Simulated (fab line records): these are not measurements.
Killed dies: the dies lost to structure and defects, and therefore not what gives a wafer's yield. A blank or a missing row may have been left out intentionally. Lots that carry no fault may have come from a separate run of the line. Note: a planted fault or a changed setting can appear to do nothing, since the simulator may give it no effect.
Code-filled problem report in 8D (eight disciplines) form / flow n5Finfet / the parts of the form that need people (team, actions taken, sign-off) are left out

## 1. THE ISSUE
At N5_BEOL_M15_CD_MEAS_28, cdNm averages 395.0 nm over 6 wafers from 2 lots, while fault-free wafers read 408.6 nm, standard deviation 2.2. That is -6.2 standard deviations from the usual mean.
The step: target cd 407.6 nm.
First seen on wafer L468.1, day 16 13:56, on cdSem-02. Wafers with a number at this step in the record: 30, from 10 lots. The rule behind "out" and "out of limits": a value lying over 4 standard deviations away from the usual mean. The other wafers with a number count as sound.

## 2. WHAT IT IS, AND WHAT IT ISN'T
question=which readings at this step | is=cdNm | is not=-
question=which lots | is=L468, L470 | is not=L451, L455, L456, L458, L459, L460, L463, L467
question=which wafers of those lots | is=all that have a number | is not=-
question=read on which gauges | is=cdSem-02, cdSem-03 | is not=cdSem-01
question=when | is=from day 16 13:56 | is not=up to then (21 sound wafers); but 3 sound wafers of L467 came after

## 3. SUSPECTS, AND WHAT RULES EACH OUT
Counting: any tool at a process step up to the reading is kept as a suspect provided that every lot that is out went through it and no sound lot did after the first of them.
- the gauge at N5_BEOL_M15_CD_MEAS_28: ruled out. 2 gauges (cdSem-02, cdSem-03) read the wafers that are out.
- krfScanner-01 at N5_BEOL_M15_EXPOSE_25 (exposes mask M15, target cd 400 nm): kept. It ran every lot that is out, first L468 (day 16 13:46), and no sound lot after that; its last sound lot up to then is L463 (day 15 15:22). On those wafers its own readings are out: exposureDoseMJCm2.
Remaining after the count: krfScanner-01 at N5_BEOL_M15_EXPOSE_25.

## 4. THE CAUSE (what the simulator had put in)
Drift in process parameters on krfScanner-01 at N5_BEOL_M15_EXPOSE_25, starting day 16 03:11. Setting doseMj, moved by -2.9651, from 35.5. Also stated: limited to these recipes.
Only this tool survived the counting.

## 5. THE EFFECT CHAIN, in route order
One row per reading whose mean, taken over the struck wafers that have a number, lies over 3 standard deviations from the usual. Only readings whose record carries a usual standard deviation are examined. hours: median over the lots of the time between each lot's start at the first step of this table that gives one and its start at this step. sigmas: the change, counted in usual standard deviations.
hours=0; step=N5_BEOL_M15_EXPOSE_25; reading=exposureDoseMJCm2; usual=35.47; on struck wafers=33.05; change=-2.42; sigmas=-62
hours=0; step=N5_BEOL_M15_CD_MEAS_28; reading=cdNm; usual=408.6 nm; on struck wafers=395.0; change=-13.6; sigmas=-6.2
It contains these process steps:
- N5_BEOL_M15_EXPOSE_25: exposes mask M15, target cd 400 nm.

## 6. HOW IT WOULD HAVE BEEN CAUGHT EARLIER
In this record the first reading out of limits at a measuring or inspecting step was taken at day 16 13:56, 11 hours after the fault began at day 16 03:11.
The tool's own readings at N5_BEOL_M15_EXPOSE_25 were out on every struck wafer that the step has a row for (exposureDoseMJCm2): an alarm limit on them would have fired on the first of those.
Lots out: 2; of these, L470 started N5_BEOL_M15_EXPOSE_25 on krfScanner-01 after day 16 13:56. It would have been spared by a hold on the tool at that moment.
